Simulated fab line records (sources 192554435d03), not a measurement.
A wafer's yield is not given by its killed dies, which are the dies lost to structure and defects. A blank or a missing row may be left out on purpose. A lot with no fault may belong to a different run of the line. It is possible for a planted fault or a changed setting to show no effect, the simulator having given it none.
Matching of chambers ; flow n5-finfet ; N5_BEOL_M7_DEP_56 on pecvd-01: 3 sister chambers
The step deposits SiCN from 3MS/NH3, target thk 10 nm, time 17.5 s. 3 wafers are shown with their chamber, then 10 later ones without.

WAFERS PAIRED WITH THEIR CHAMBERS
wafer;chamber;throttle-valve-pct (%)
L089.6;0;8.9
L091.1;1;8.8
L091.3;2;8.9

WAFERS WITHOUT THEIR CHAMBER
wafer;throttle-valve-pct (%)
L091.6;8.9
L094.2;9.0
L094.3;8.8
L094.4;8.8
L093.1;8.6
L093.4;9.0
L093.5;8.8
L096.1;8.7
L096.3;8.9
L096.5;9.2

WHICH CHAMBER EACH ONE RAN IN
wafer;from the rows above;in truth
L091.6;can't be placed: 0 or 2 or 1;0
L094.2;can't be placed: 0 or 2 or 1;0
L094.3;can't be placed: 1 or 0 or 2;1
L094.4;can't be placed: 1 or 0 or 2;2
L093.1;can't be placed: 1 or 0 or 2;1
L093.4;can't be placed: 0 or 2 or 1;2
L093.5;can't be placed: 1 or 0 or 2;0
L096.1;can't be placed: 1 or 0 or 2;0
L096.3;can't be placed: 0 or 2 or 1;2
L096.5;can't be placed: 0 or 2 or 1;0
0 of 10 placed correctly. Unplaceable from these rows: 10, with the true chamber sitting among the candidates in 10. Placed wrongly: 0.
How it was worked out, from the rows above alone: a wafer's distance from a chamber is the root of the sum, over the readings, of the square of ((its reading less the chamber's mean) divided by the reading's scatter). The wafer belongs to the nearest chamber; if the next one is less than 2 further off, it can't be placed. For every chamber, the mean is computed from those of its wafers that are shown. The scatter (one wafer shown for each chamber): square how far every hidden wafer sits from the nearest shown wafer, average those squares and take the square root.
